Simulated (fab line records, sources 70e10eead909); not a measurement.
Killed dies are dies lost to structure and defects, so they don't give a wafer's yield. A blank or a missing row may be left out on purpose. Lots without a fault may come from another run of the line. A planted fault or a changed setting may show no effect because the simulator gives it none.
fab line records | flow nand_harc
record lots=5 wafers=15 last_day=31
route steps=1302 shown P_STI@78 END@1302
lots that met no fault: from a run of the same line without faults
start_h: hours from the record's first day to the start of the lot's first wafer shown | wait_h: hours since the lot's step before | " the same as in the row above | L1.1+2: a row that stands for several wafers | - no value, or no start given | * or withheld: withheld | < > ~ a bound
route shown NAME@n: a module of which the file shows steps, and the number in the route of the first | usual: mean/standard deviation of fault-free wafers | same: alike in all rows | chamber/n: place in a boat | sites: the reading at each site | _std_site: their standard deviation | _edge_site: outer sites' mean less inner sites' | radius_mm: how far each site lies from the wafer's centre | mask NAME#n: copy n | behind: the tool/chamber that last shaped the wafer | hold: why the lot was held/for how many hours/how that ended | device: the transistor (n, p or np) that didn't switch | end of line: the same wafers' tests at the end of the route | a step without rows: its recipe alone | killed: dies lost to structure and defects at the first sort, not the wafer's yield | map: a wafer's dies, x killed, . not, _ none there
set.NAME: the setting as run; set.NAME@STEP: as run at that earlier step | model.NAME: the simulator's own value behind a step, which no gauge read
lots at some steps of the route; a table a step, a row a wafer
services: from which hour (start_h, from the record's first day; less than 0 if before it) a tool's chamber was out of use, for how many hours, and why
## steps
# step NHARC_P_STI_SOFTBAKE_04
# recipe temp_c=125 time_s=70
# step NHARC_P_STI_EBR_05
# step NHARC_P_STI_EXPOSE_06
# recipe na=0.55 target_cd_nm=200 dose_mj=37.69 mask_id=P_STI
# step NHARC_P_STI_PEB_07
# recipe peb_temp_c=128 peb_time_s=80
# step NHARC_P_STI_DEVELOP_08
# recipe time_s=50 dev_temp_c=22
# step NHARC_P_STI_CD_MEAS_09
# recipe target_cd_nm=200 landing_energy_ev=500
# usual cd_nm=199.1/2.3
# columns lot.wafer tool chamber start_h wait_h cd_nm
L113.3 cd_sem-01 0 62.43 - 197.6
L113.5 " 0 " " 198.0
L113.6 " 0 " " 197.0
L117.1 cd_sem-01 0 102.25 - 198.7
L117.4 " 0 " " 197.8
L117.6 " 0 " " 198.4
L121.3 cd_sem-03 0 144.37 - 199.0
L121.4 " 0 " " 195.5
L121.5 " 0 " " 198.2
L125.1 cd_sem-03 0 184.52 - 199.0
L125.3 " 0 " " 196.2
L125.6 " 0 " " 199.2
L130.1 cd_sem-02 0 236.18 - 198.0
L130.4 " 0 " " 203.6
L130.5 " 0 " " 195.1
# step NHARC_P_STI_OVL_MEAS_10
# usual overlay_x_nm=1/6.7 overlay_y_nm=-1/4.3
# columns lot.wafer tool chamber start_h wait_h overlay_x_nm overlay_y_nm
L113.3 overlay-01 - 62.52 - 6 7
L113.5 " - " " 5 7
L113.6 " - " " 6 7
L117.1 overlay-02 - 102.33 - 11 -7
L117.4 " - " " 12 -7
L117.6 " - " " 11 -8
L121.3 overlay-02 - 144.45 - 8 -5
L121.4 " - " " 8 -6
L121.5 " - " " 8 -5
L125.1 overlay-02 - 184.61 - 3 1
L125.3 " - " " 4 1
L125.6 " - " " 3 1
L130.1 overlay-01 - 236.26 - 4 4
L130.4 " - " " 4 4
L130.5 " - " " 4 4
# step NHARC_P_STI_INSPECT_11
# usual raw_defect_count=5.2/2.8
# columns lot.wafer tool chamber start_h wait_h raw_defect_count
L113.3 defect_inspect-02 - 62.55 0.0 3
L113.5 " - " " 3
L113.6 " - " " 7
L117.1 defect_inspect-02 - 102.37 0.0 0
L117.4 " - " " 5
L117.6 " - " " 4
L121.3 defect_inspect-02 - 144.49 0.0 7
L121.4 " - " " 5
L121.5 " - " " 8
L125.1 defect_inspect-02 - 184.65 0.0 8
L125.3 " - " " 7
L125.6 " - " " 7
L130.1 defect_inspect-01 - 236.30 0.0 4
L130.4 " - " " 8
L130.5 " - " " 12
# step NHARC_P_STI_HARDBAKE_13
# recipe temp_c=118 time_s=65
# step NHARC_P_STI_DESCUM_14
# recipe time_s=3 o2_flow_sccm=200 ar_flow_sccm=0 bias_power_w=0 chemistry=O2
# usual drypump_motor_current_A=5.7/0.48 oes_product_au=1.002/0.0097 rf_vpp_V=57.8/0.96 showerhead_plenum_p_Torr=1.93/0.09 throttle_valve_pct=11.310/0.0093
# columns lot.wafer tool chamber start_h wait_h drypump_motor_current_A oes_product_au rf_hours_counter_h rf_vpp_V showerhead_plenum_p_Torr throttle_valve_pct
L113.3 rie_diel-09 1 62.70 - 5.7 1.012 5 56.7 1.89 11.301
L113.6 " 3 " " 4.9 0.998 - 56.9 2.00 11.324
L113.5 " 0 " " 5.6 1.006 - 56.6 1.83 11.307
L117.4 rie_diel-11 1 102.50 - 6.7 0.992 1 57.7 1.89 11.320
L117.1 " 0 " " 5.4 0.991 1 57.4 1.79 11.304
L117.6 " 2 " " 5.9 1.012 - 56.9 1.97 11.306
L121.4 rie_diel-02 3 144.63 - 5.8 1.001 8 56.8 1.80 11.319
L121.3 " 0 " " 5.9 1.005 8 57.0 1.90 11.310
L121.5 " 2 " " 5.2 1.001 - 57.4 2.06 11.309
L125.1 rie_diel-11 2 184.78 - 6.0 1.013 6 59.0 1.97 11.311
L125.3 " 0 " " 5.4 0.998 6 55.5 1.79 11.304
L125.6 " 3 " " 5.5 1.007 - 57.3 2.02 11.324
L130.4 rie_diel-11 1 236.45 - 6.7 0.992 11 57.5 1.89 11.311
L130.1 " 2 " " 5.9 1.008 10 58.2 1.97 11.298
L130.5 " 0 " " 5.4 1.006 - 57.9 1.79 11.321
# step NHARC_P_STI_ETCH_42
# recipe target_depth_a=800 overetch_a=240 time_s=61 ion_energy_ev=200 n2_flow_sccm=150 h2_flow_sccm=150 ar_flow_sccm=0 rf_w=400 bias_w=150 chemistry=N2/H2
# usual drypump_motor_current_A=5.7/0.48 oes_product_au=1.001/0.0095 rf_vpp_V=430.8/2.7 showerhead_plenum_p_Torr=2.05/0.097 throttle_valve_pct=14.171/0.0087
# columns lot.wafer tool chamber start_h wait_h drypump_motor_current_A oes_product_au rf_hours_counter_h rf_vpp_V showerhead_plenum_p_Torr throttle_valve_pct
L113.3 rie_diel-09 0 62.79 0.1 5.5 1.010 5 428.0 1.95 14.165
L113.5 " 1 " " 5.7 1.013 - 428.3 2.01 14.190
L113.6 " 2 " " 5.3 0.999 - 434.4 2.16 14.167
L117.1 rie_diel-11 1 102.59 0.1 6.7 0.996 1 431.6 2.02 14.157
L117.4 " 3 " " 5.4 0.995 1 433.7 2.16 14.177
L117.6 " 2 " " 5.9 1.015 - 431.9 2.10 14.182
L121.3 rie_diel-02 2 144.71 0.1 5.2 0.989 8 434.6 2.20 14.181
L121.4 " 3 " " 5.8 0.990 8 427.6 1.91 14.178
L121.5 " 3 " " 5.8 0.991 - 427.3 1.91 14.173
L125.3 rie_diel-11 0 184.87 0.1 5.4 1.008 6 426.1 1.91 14.161
L125.1 " 1 " " 6.6 0.994 6 429.7 2.02 14.166
L125.6 " 0 " " 5.4 1.016 - 425.5 1.91 14.145
L130.1 rie_diel-11 0 236.52 0.1 5.4 1.013 10 426.3 1.91 14.158
L130.4 " 2 " " 6.0 1.012 10 432.4 2.10 14.169
L130.5 " 0 " " 5.4 1.015 - 427.3 1.91 14.170
# step NHARC_P_STI_ETCH_31
# recipe target_depth_a=1089 time_s=54.5 cf4_flow_sccm=100 chf3_flow_sccm=30 ar_flow_sccm=0 rf_w=500 bias_w=200 chemistry=CF4/CHF3
# usual cf4_flow_sccm=99.98/0.27 drypump_motor_current_A=5.7/0.48 oes_product_au=0.966/0.013 rf_vpp_V=370.8/2.4 showerhead_plenum_p_Torr=1.58/0.069 throttle_valve_pct=16.803/0.0091
# columns lot.wafer tool chamber start_h wait_h cf4_flow_sccm drypump_motor_current_A oes_product_au rf_hours_counter_h rf_vpp_V showerhead_plenum_p_Torr throttle_valve_pct
L113.3 rie_diel-09 0 - - 100.26 5.5 0.966 5 369.8 1.51 16.809
L113.5 " 2 " " 99.76 5.3 0.972 - 374.5 1.66 16.813
L113.6 " 3 " " 99.74 4.9 0.948 - 371.4 1.64 16.797
L117.1 rie_diel-11 3 - - 99.77 5.4 0.978 1 374.0 1.66 16.812
L117.4 " 1 " " 99.80 6.7 0.964 1 370.6 1.56 16.792
L117.6 " 3 " " 99.86 5.4 0.981 - 372.8 1.66 16.775
L121.4 rie_diel-02 3 - - 99.72 5.8 0.970 8 366.5 1.48 16.801
L121.3 " 0 " " 99.54 5.9 0.986 8 368.7 1.56 16.811
L121.5 " 2 " " 99.52 5.2 0.939 - 374.3 1.69 16.801
L125.1 rie_diel-11 0 - - 100.16 5.4 0.981 6 367.5 1.48 16.808
L125.3 " 3 " " 100.11 5.4 0.953 5 373.5 1.66 16.799
L125.6 " 1 " " 100.55 6.7 0.970 - 370.0 1.56 16.793
L130.1 rie_diel-11 1 - - 99.73 6.7 0.936 11 369.5 1.56 16.797
L130.4 " 2 " " 100.00 5.9 0.946 10 370.8 1.62 16.831
L130.5 " 1 " " 99.98 6.7 0.933 - 369.9 1.56 16.804
# step NHARC_P_STI_ETCH_15
# recipe target_depth_a=3000 taper_deg=4 time_s=100.1 hbr_flow_sccm=150 cl2_flow_sccm=50 rf_w=400 icp_w=400 bias_w=100 chemistry=HBr/Cl2
# usual drypump_motor_current_A=5.6/0.44 hbr_flow_sccm=150.1/0.48 oes_product_au=0.998/0.0097 throttle_valve_pct=26.406/0.0088
# columns lot.wafer tool chamber start_h wait_h drypump_motor_current_A hbr_flow_sccm oes_product_au rf_hours_counter_h throttle_valve_pct model.P_STI.feature_depth_nm
L113.3 rie_si-05 3 62.99 - 5.3 150.8 1.007 0.7 26.408 302.8
L113.5 " 1 " " 5.5 150.3 1.000 - 26.411 300.9
L113.6 " 2 " " 5.9 150.4 0.991 - 26.406 296.7
L117.1 rie_si-05 3 102.79 - 5.3 150.1 1.005 0.9 26.402 303.8
L117.4 " 1 " " 5.5 150.5 1.007 0.8 26.397 304.1
L117.6 " 2 " " 5.9 150.6 0.989 - 26.410 298.1
L121.4 rie_si-05 2 144.93 - 5.9 150.0 0.988 0.0 26.385 294.6
L121.3 " 3 " " 5.3 150.1 1.006 0.1 26.400 304.8
L121.5 " 1 " " 5.5 150.4 0.982 - 26.403 294.3
L125.3 rie_si-03 3 185.09 - 5.8 149.9 0.991 0.8 26.405 295.6
L125.1 " 0 " " 6.3 149.6 0.988 1.0 26.403 298.1
L125.6 " 2 " " 6.6 150.0 1.014 - 26.387 303.5
L130.1 rie_si-05 0 236.73 - 5.3 150.1 0.902 0.8 26.419 253.6
L130.4 " 0 " " 5.3 150.1 0.906 - 26.401 255.3
L130.5 " 1 " " 5.5 149.9 0.980 - 26.404 293.3
# step NHARC_P_STI_CD_MEAS_16
# usual cd_nm=199.1/2.5
# columns lot.wafer tool chamber start_h wait_h cd_nm
L113.3 cd_sem-01 - 63.13 - 198.2
L113.5 " - " " 199.2
L113.6 " - " " 196.6
L117.1 cd_sem-02 - 102.94 - 198.9
L117.4 " - " " 196.2
L117.6 " - " " 199.8
L121.3 cd_sem-03 - 145.07 - 199.1
L121.4 " - " " 196.1
L121.5 " - " " 197.9
L125.1 cd_sem-01 - 185.22 - 198.2
L125.3 " - " " 197.7
L125.6 " - " " 200.8
L130.1 cd_sem-01 - 236.90 - 198.1
L130.4 " - " " 204.7
L130.5 " - " " 195.5
# step NHARC_P_STI_OCD_MEAS_17
# usual trench_depth_nm=299/4.1 trench_foot_cd_nm=157.3/2.4
# columns lot.wafer tool chamber start_h wait_h trench_depth_nm trench_foot_cd_nm
L113.3 ocd-02 - 63.21 0.1 303 155.8
L113.5 " - " " 301 156.4
L113.6 " - " " 297 155.4
L117.1 ocd-01 - 103.03 0.1 304 156.5
L117.4 " - " " 303 155.6
L117.6 " - " " 298 156.3
L121.3 ocd-01 - 145.15 0.1 305 156.4
L121.4 " - " " 294 154.1
L121.5 " - " " 294 157.0
L125.1 ocd-02 - 185.31 0.1 298 157.7
L125.3 " - " " 296 154.8
L125.6 " - " " 304 156.9
L130.1 ocd-02 - 236.99 0.1 253 162.6
L130.4 " - " " 255 167.3
L130.5 " - " " 294 154.3
# step NHARC_P_STI_STRIP_19
# recipe time_s=900 temp_c=130 chemistry=SPM
# step NHARC_P_STI_PRECLEAN_32
# recipe time_s=* temp_c=50 bath_age_min=0 chemistry=SC1
# step NHARC_P_STI_SRD_23
# step NHARC_P_STI_OCD_MEAS_43
# usual trench_depth_nm=300/4 trench_foot_cd_nm=157.2/2.5
# columns lot.wafer tool chamber start_h wait_h trench_depth_nm trench_foot_cd_nm
L113.3 ocd-01 - 63.72 - 303 155.1
L113.5 " - " " 301 155.9
L113.6 " - " " 297 155.7
L117.1 ocd-02 - 103.53 - 304 156.2
L117.4 " - " " 304 155.5
L117.6 " - " " 298 156.4
L121.3 ocd-02 - 145.66 - 305 156.6
L121.4 " - " " 295 153.7
L121.5 " - " " 295 156.9
L125.1 ocd-01 - 185.81 - 298 157.6
L125.3 " - " " 296 155.2
L125.6 " - " " 303 156.8
L130.1 ocd-01 - 237.49 - 253 162.7
L130.4 " - " " 255 167.8
L130.5 " - " " 293 154.4
# step NHARC_P_STI_OXIDE_33
# recipe target_thk_a=100 temp_c=1000 ox_time_s=281 material=SiO2
# step NHARC_END_SORT_01
# recipe temp_c=25
# usual killed_at_array=55/15 killed_at_other=1.0/1.2 killed_at_periphery=3.4/2.2 killed_dies=59/15 killed_open=3.2/2 killed_short=2.5/1.7
# same gross_dies=677
# columns lot.wafer tool chamber start_h wait_h killed_at_array killed_at_other killed_at_periphery killed_dies killed_open killed_short
L125.1 prober-01 0 688.49 2.5 48 0 4 52 2 1
L125.3 prober-01 0 690.08 3.1 51 0 6 57 4 3
L125.6 prober-01 0 692.46 4.0 42 0 4 46 1 2
L130.1 prober-01 0 746.04 2.4 57 2 0 59 2 0
L130.4 prober-01 0 748.47 3.4 57 2 1 60 5 2
L130.5 prober-01 0 749.28 3.7 64 2 0 66 3 4
# killed by level:class
L125.1 A_CHANNEL_HOLE_D2:chamber_film_flake=23 A_CHANNEL_HOLE_D1:chamber_film_flake=9 A_STAIRCASE:chamber_film_flake=5 A_CONTACT:chamber_film_flake=4 A_WL_FILL:chamber_film_flake=2 P_M0:geometric_particle:open=1 A_CHANNEL_FILL_D1:geometric_particle:short=1 A_BLC:geometric_particle:open=1
L125.3 A_CHANNEL_HOLE_D2:chamber_film_flake=27 A_STAIRCASE:chamber_film_flake=7 A_CONTACT:chamber_film_flake=6 A_CHANNEL_HOLE_D1:chamber_film_flake=4 P_GATE:chamber_film_flake=3 A_M0:geometric_particle:open=2 P_M0:geometric_particle:short=1 A_DECK1_JOINT:geometric_particle:short=1
L125.6 A_CHANNEL_HOLE_D2:chamber_film_flake=21 A_CHANNEL_HOLE_D1:chamber_film_flake=11 A_STAIRCASE:chamber_film_flake=3 A_CONTACT:chamber_film_flake=3 P_CONTACT:geometric_particle:open=1 P_M1:geometric_particle:short=1 A_CHANNEL_FILL_D2:geometric_particle:short=1 P_ZERO_WELL:chamber_film_flake=1
L130.1 A_CHANNEL_HOLE_D2:chamber_film_flake=29 A_CHANNEL_HOLE_D1:chamber_film_flake=10 A_CONTACT:chamber_film_flake=7 A_SGD_CUT:chamber_film_flake=5 A_M1:chamber_film_flake=2 THIN_TSV:chamber_film_flake=2 A_ONON_D1:geometric_particle:open=1 A_CHANNEL_HOLE_D2:geometric_particle:open=1
L130.4 A_CHANNEL_HOLE_D2:chamber_film_flake=23 A_CHANNEL_HOLE_D1:chamber_film_flake=16 A_CONTACT:chamber_film_flake=4 A_SGD_CUT:chamber_film_flake=3 A_ONON_D1:geometric_particle:open=2 A_M1:chamber_film_flake=2 THIN_TSV:chamber_film_flake=2 P_M0:geometric_particle:short=1
L130.5 A_CHANNEL_HOLE_D2:chamber_film_flake=24 A_CHANNEL_HOLE_D1:chamber_film_flake=14 A_CONTACT:chamber_film_flake=6 A_SLIT:chamber_film_flake=5 A_SGD_CUT:chamber_film_flake=4 A_ONON_D1:geometric_particle:short=2 A_M1:chamber_film_flake=2 THIN_TSV:chamber_film_flake=2
## services
# columns tool chamber start_h hours kind
rie_diel-02 - 39.70 9.0 pm
rie_si-03 - 44.00 9.0 pm
rie_diel-11 0 57.50 - clean
rie_diel-11 1 57.50 - clean
rie_diel-11 2 57.50 - clean
rie_diel-11 3 57.50 - clean
rie_diel-11 - 78.50 9.0 pm
rie_diel-11 0 78.50 9.0 vent_cycle
rie_diel-11 1 78.50 9.0 vent_cycle
rie_diel-11 2 78.50 9.0 vent_cycle
rie_diel-11 3 78.50 9.0 vent_cycle
rie_diel-11 0 87.50 - clean
rie_diel-11 1 87.50 - clean
rie_si-05 - 128.00 9.0 pm
rie_diel-11 3 142.90 17.4 repair
rie_diel-09 - 143.10 9.0 pm
rie_si-03 - 145.94 0.2 repair
rie_si-03 1 176.16 4.7 repair
rie_diel-02 1 182.95 24.7 repair
rie_si-05 2 216.01 11.0 repair
rie_diel-02 - 216.70 9.0 pm
rie_si-03 - 221.00 9.0 pm
rie_diel-09 - 230.52 0.2 repair
rie_si-05 2 232.31 6.9 repair
## key
first_sign step=NHARC_P_STI_ETCH_15 reading=oes_product_au direction=down sigmas=9.7 usual=0.998 struck=0.904
effect step=NHARC_P_STI_OCD_MEAS_17 reading=trench_depth_nm direction=down sigmas=11 usual=299 struck=254
effect step=NHARC_P_STI_OCD_MEAS_43 reading=trench_depth_nm direction=down sigmas=11 usual=300 struck=254
model_effect step=NHARC_P_STI_ETCH_15 value=P_STI.feature_depth_nm without=302.1 struck=254.4
met_at NHARC_P_STI_ETCH_15
struck_wafers L130.1,L130.4
tester_left_out L130
fault kind=process_parameter_drift tool=rie_si-05 chamber=0 onset_h=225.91 steps=NHARC_P_STI_ETCH_15 channel=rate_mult offset=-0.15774 shape=step end_h=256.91
# tester_left_out: of these lots the tester's yield and bins aren't shown, on N5 and GAA mostly nor the transistor test; their killed dies are dies lost to structure and defects alone, not to doping, threshold or leakage, so they don't give the yield
